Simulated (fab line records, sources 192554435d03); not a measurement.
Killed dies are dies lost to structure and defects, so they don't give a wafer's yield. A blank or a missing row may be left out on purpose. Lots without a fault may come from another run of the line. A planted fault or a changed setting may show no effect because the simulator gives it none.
Problem report in the 8D (eight disciplines) form, filled by code | flow n5_finfet | the parts of the form that need people (team, actions taken, sign-off) are left out

1. THE PROBLEM
spin_speed_rpm at N5_BEOL_M8_COAT_63 reads a mean of 1567.2 rpm on 6 wafers of 2 lots; wafers without a fault read 1500.2 rpm with a standard deviation of 0.87. That is +77 standard deviations from the usual mean.
The step: time 60 s, resist thk 60 nm.
First seen on wafer L538.1, day 13 22:26, on litho_track-01. The record holds 12 wafers of 4 lots with a number at this step. Rule for "out", or "out of limits": more than 4 standard deviations from the usual mean. The other wafers with a number count as sound.

2. WHAT IT IS AND WHAT IT IS NOT
question                    | is                     | is not
which readings at this step | spin_speed_rpm         | -
which lots                  | L538, L542             | L539, L553
which wafers of those lots  | all that have a number | -
read on which tools         | litho_track-01         | litho_track-04
when                        | from day 13 22:26      | up to then (3 sound wafers); but 3 sound wafers of L553 came after

3. SUSPECTS, AND WHAT RULES EACH OUT
Counting: a tool at a process step up to the reading stays a suspect if it ran every lot that is out and no sound lot after the first of them.
- litho_track-01 at N5_BEOL_M8_COAT_63 (time 60 s, resist thk 60 nm): kept. It ran every lot that is out, first L538 (day 13 22:26), and no sound lot after that; its last sound lot up to then is L539 (day 13 10:27). Its own readings are out on those wafers: spin_speed_rpm.
Left after counting: litho_track-01 at N5_BEOL_M8_COAT_63.

4. THE CAUSE (what the simulator had put in)
Process parameter drift: litho_track-01, from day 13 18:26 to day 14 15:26, at N5_BEOL_M8_COAT_63. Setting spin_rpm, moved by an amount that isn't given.
Counting left only this tool.

5. THE CHAIN OF EFFECTS, in route order
Each row: a reading whose mean over the struck wafers that have a number lies more than 3 standard deviations from the usual. Only readings for which the record gives a usual standard deviation are gone through. hours: the time from each lot's start at the first step in this table that gives one to its start at this step, as a median over the lots. sigmas: the change in usual standard deviations.
hours | step               | reading        | usual      | on struck wafers | change | sigmas
0     | N5_BEOL_M8_COAT_63 | spin_speed_rpm | 1500.2 rpm | 1567.2           | +67.0  | +77
The process steps in it:
- N5_BEOL_M8_COAT_63: time 60 s, resist thk 60 nm.

6. WHAT WOULD HAVE CAUGHT IT SOONER
In this record the first reading out of limits was taken at day 13 22:26, 4 hours after the fault began at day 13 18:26.
